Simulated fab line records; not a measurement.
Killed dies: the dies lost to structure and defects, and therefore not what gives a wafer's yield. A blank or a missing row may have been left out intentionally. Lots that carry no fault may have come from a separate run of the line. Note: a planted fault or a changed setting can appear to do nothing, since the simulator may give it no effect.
Lot-split experiment || flow n5_finfet || route with 1938 steps; 7 lots, 21 wafers read

== THE SPLIT ==
At N5_BEOL_M11_EXPOSE_25 (exposes mask V10), the setting dose_mj was moved away from the recipe's 85.5 on 9 of the 21 wafers read, by -4.4% to +6.4%. This setting was run at the recipe's value on the other wafers.

== FROM THE SPLIT TO THE READING: what the file shows between them, 2 steps ==
- N5_BEOL_M11_PEB_26: peb time 60 s
- N5_BEOL_M11_DEVELOP_27: develop time 30 s

== THE READING ==
cd_nm, in nm, at N5_BEOL_M11_CD_MEAS_28 (target cd 70 nm). On this fab line, fault-free wafers typically give 70.7 nm with a standard deviation of 1.3 nm.

{"wafer": "L077.1", "tool, chamber at the split": "arfi_scanner-02, 0", "dose_mj as run": 82.28, "against the recipe": "-3.8%", "cd_nm, nm": 67.0, "against lot-mates on the recipe": -1.7}
{"wafer": "L077.5", "tool, chamber at the split": "arfi_scanner-02, 0", "dose_mj as run": 82.28, "against the recipe": "-3.8%", "cd_nm, nm": 66.8, "against lot-mates on the recipe": -1.9}
{"wafer": "L077.6", "tool, chamber at the split": "arfi_scanner-02, 0", "dose_mj as run": 85.5, "against the recipe": "recipe", "cd_nm, nm": 68.7, "against lot-mates on the recipe": "-"}
{"wafer": "L080.1", "tool, chamber at the split": "arfi_scanner-02, 0", "dose_mj as run": 90.93, "against the recipe": "+6.4%", "cd_nm, nm": 77.1, "against lot-mates on the recipe": "no lot-mate on the recipe"}
{"wafer": "L080.3", "tool, chamber at the split": "arfi_scanner-02, 0", "dose_mj as run": 90.93, "against the recipe": "+6.4%", "cd_nm, nm": 75.2, "against lot-mates on the recipe": "no lot-mate on the recipe"}
{"wafer": "L080.6", "tool, chamber at the split": "arfi_scanner-02, 0", "dose_mj as run": 90.93, "against the recipe": "+6.4%", "cd_nm, nm": 76.7, "against lot-mates on the recipe": "no lot-mate on the recipe"}
{"wafer": "L081.1", "tool, chamber at the split": "arfi_scanner-03, 0", "dose_mj as run": 85.5, "against the recipe": "recipe", "cd_nm, nm": 70.9, "against lot-mates on the recipe": "-"}
{"wafer": "L081.2", "tool, chamber at the split": "arfi_scanner-03, 0", "dose_mj as run": 88.58, "against the recipe": "+3.6%", "cd_nm, nm": 74.5, "against lot-mates on the recipe": "+3.6"}
{"wafer": "L081.5", "tool, chamber at the split": "arfi_scanner-03, 0", "dose_mj as run": 88.58, "against the recipe": "+3.6%", "cd_nm, nm": 73.5, "against lot-mates on the recipe": "+2.6"}
{"wafer": "L082.2", "tool, chamber at the split": "arfi_scanner-03, 0", "dose_mj as run": 85.5, "against the recipe": "recipe", "cd_nm, nm": 69.8, "against lot-mates on the recipe": "-"}
{"wafer": "L082.3", "tool, chamber at the split": "arfi_scanner-03, 0", "dose_mj as run": 85.5, "against the recipe": "recipe", "cd_nm, nm": 71.2, "against lot-mates on the recipe": "-"}
{"wafer": "L082.4", "tool, chamber at the split": "arfi_scanner-03, 0", "dose_mj as run": 85.5, "against the recipe": "recipe", "cd_nm, nm": 71.4, "against lot-mates on the recipe": "-"}
{"wafer": "L086.2", "tool, chamber at the split": "arfi_scanner-02, 0", "dose_mj as run": 85.5, "against the recipe": "recipe", "cd_nm, nm": 69.3, "against lot-mates on the recipe": "-"}
{"wafer": "L086.5", "tool, chamber at the split": "arfi_scanner-02, 0", "dose_mj as run": 85.5, "against the recipe": "recipe", "cd_nm, nm": 69.8, "against lot-mates on the recipe": "-"}
{"wafer": "L086.6", "tool, chamber at the split": "arfi_scanner-02, 0", "dose_mj as run": 88.38, "against the recipe": "+3.4%", "cd_nm, nm": 72.5, "against lot-mates on the recipe": "+3.0"}
{"wafer": "L091.3", "tool, chamber at the split": "arfi_scanner-01, 0", "dose_mj as run": 85.5, "against the recipe": "recipe", "cd_nm, nm": 71.5, "against lot-mates on the recipe": "-"}
{"wafer": "L091.4", "tool, chamber at the split": "arfi_scanner-01, 0", "dose_mj as run": 85.5, "against the recipe": "recipe", "cd_nm, nm": 72.7, "against lot-mates on the recipe": "-"}
{"wafer": "L091.6", "tool, chamber at the split": "arfi_scanner-01, 0", "dose_mj as run": 85.5, "against the recipe": "recipe", "cd_nm, nm": 72.4, "against lot-mates on the recipe": "-"}
{"wafer": "L093.2", "tool, chamber at the split": "arfi_scanner-03, 0", "dose_mj as run": 81.77, "against the recipe": "-4.4%", "cd_nm, nm": 67.9, "against lot-mates on the recipe": -3.1}
{"wafer": "L093.3", "tool, chamber at the split": "arfi_scanner-03, 0", "dose_mj as run": 85.5, "against the recipe": "recipe", "cd_nm, nm": 71.8, "against lot-mates on the recipe": "-"}
{"wafer": "L093.5", "tool, chamber at the split": "arfi_scanner-03, 0", "dose_mj as run": 85.5, "against the recipe": "recipe", "cd_nm, nm": 70.3, "against lot-mates on the recipe": "-"}

THE FIT
A straight line over all 21 wafers: cd_nm changes by +0.861 nm for each +1% of dose_mj; r = +0.93; the points scatter about the line by 1.1 nm.
The same after taking each lot's own level away (the mean of its wafers on the recipe; 18 wafers): +0.706 nm for each +1%; r = +0.94; scatter 0.61 nm.
Per that fit: largest dose_mj move, reading shift of 4.5 nm.
The span of the lots' own levels, 68.70 to 72.20 nm, comes to 2.7 times the standard deviation stated above.
So the lot-to-lot level changes the slope: the two fits differ.
Check: for one of the wafers moved furthest among these (-4.4%), held out of the fit, the line's prediction against its lot-mates is -2.8 nm. Against them it came out at -3.15 nm.

== THE OTHER SPLITS THESE WAFERS WENT THROUGH ==
These wafers also went through other splits before the reading. Each is held against what the fit with the lots' levels taken away leaves over:
{"other split on the same wafers": "N5_BEOL_M9_TRENCH_ETCH_37 time_s", "wafers away from the commonest value": 7, "r with cd_nm (lot level and that fit taken away)": "+0.04"}
{"other split on the same wafers": "N5_BEOL_M11_PECVD_70 time_s", "wafers away from the commonest value": 5, "r with cd_nm (lot level and that fit taken away)": "+0.01"}

== THE FILE'S OWN FIT ==
cd_nm changes by +0.728 nm for each +1% of dose_mj, r = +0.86.
